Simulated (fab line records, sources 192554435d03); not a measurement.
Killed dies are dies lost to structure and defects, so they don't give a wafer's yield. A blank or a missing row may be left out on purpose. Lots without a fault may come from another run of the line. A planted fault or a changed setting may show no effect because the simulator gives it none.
Chamber matching | flow n5_finfet | N5_BEOL_M10_STRIP_67 on rie_diel-02: 4 sister chambers
The step strips in CF4. 22 wafers are shown with their chamber, then 11 later ones without.

WAFERS WITH THEIR CHAMBER
wafer  | chamber | drypump_motor_current_A (A) | showerhead_plenum_p_Torr (Torr) | oes_product_au (a.u.)
L077.2 | 3       | 5.2                         | 1.76                            | 0.83
L077.3 | 0       | 5.9                         | 1.85                            | 0.71
L077.6 | 2       | 4.8                         | 1.83                            | 0.74
L076.4 | 0       | 5.9                         | 1.85                            | 0.70
L076.5 | 0       | 5.9                         | 1.85                            | 0.71
L076.6 | 1       | 5.7                         | 1.71                            | 0.70
L081.2 | 1       | 5.7                         | 1.71                            | 0.70
L081.3 | 3       | 5.2                         | 1.76                            | 0.83
L081.6 | 3       | 5.2                         | 1.76                            | 0.82
L082.3 | 2       | 4.8                         | 1.82                            | 0.73
L082.5 | 1       | 5.7                         | 1.71                            | 0.69
L082.6 | 3       | 5.2                         | 1.75                            | 0.82
L088.4 | 3       | 5.2                         | 1.75                            | 0.80
L088.5 | 2       | 4.8                         | 1.82                            | 0.72
L088.6 | 1       | 5.6                         | 1.70                            | 0.69
L085.1 | 3       | 5.2                         | 1.75                            | 0.80
L085.4 | 2       | 4.8                         | 1.82                            | 0.72
L085.5 | 1       | 5.6                         | 1.70                            | 0.69
L086.2 | 2       | 4.8                         | 1.82                            | 0.71
L086.3 | 3       | 5.2                         | 1.75                            | 0.80
L086.6 | 1       | 5.7                         | 1.70                            | 0.69
L087.1 | 3       | 5.2                         | 1.75                            | 0.80

SIGNATURES (means of the wafers above)
reading                  | chamber 0 | chamber 1 | chamber 2 | chamber 3 | scatter within a chamber
drypump_motor_current_A  | 5.900     | 5.667     | 4.800     | 5.200     | 0.0272
showerhead_plenum_p_Torr | 1.8500    | 1.7050    | 1.8220    | 1.7537    | 0.00482
oes_product_au           | 0.7067    | 0.6933    | 0.7240    | 0.8125    | 0.0107
Rule: a wafer's distance from a chamber is the root of the sum, over the readings, of the square of ((its reading less the chamber's mean) divided by the reading's scatter). The wafer belongs to the nearest chamber; if the next one is less than 2 further off, it can't be placed. The scatter: the root of (the sum of the squares of (reading less its chamber's mean) over the shown wafers, divided by (wafers less chambers)).

WAFERS WITHOUT THEIR CHAMBER
wafer  | drypump_motor_current_A (A) | showerhead_plenum_p_Torr (Torr) | oes_product_au (a.u.)
L087.5 | 5.2                         | 1.75                            | 0.80
L087.6 | 5.9                         | 1.85                            | 0.94
L090.4 | 5.9                         | 1.85                            | 0.93
L090.5 | 4.8                         | 1.82                            | 0.72
L090.6 | 5.2                         | 1.75                            | 0.79
L093.2 | 5.2                         | 1.75                            | 0.79
L093.4 | 5.9                         | 1.85                            | 0.92
L093.5 | 4.8                         | 1.82                            | 0.71
L094.1 | 4.8                         | 1.81                            | 0.71
L094.4 | 5.6                         | 1.91                            | 0.97
L094.5 | 4.8                         | 1.81                            | 0.71

WHICH CHAMBER EACH WENT THROUGH
wafer  | from the rows above | in truth
L087.5 | 3                   | 3
L087.6 | 0                   | 0
L090.4 | 0                   | 0
L090.5 | 2                   | 2
L090.6 | 3                   | 3
L093.2 | 3                   | 3
L093.4 | 0                   | 0
L093.5 | 2                   | 2
L094.1 | 2                   | 2
L094.4 | 0                   | 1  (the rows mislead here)
L094.5 | 2                   | 2
Placed correctly: 10 of 11. Can't be placed from these rows: 0. Placed wrongly: 1.
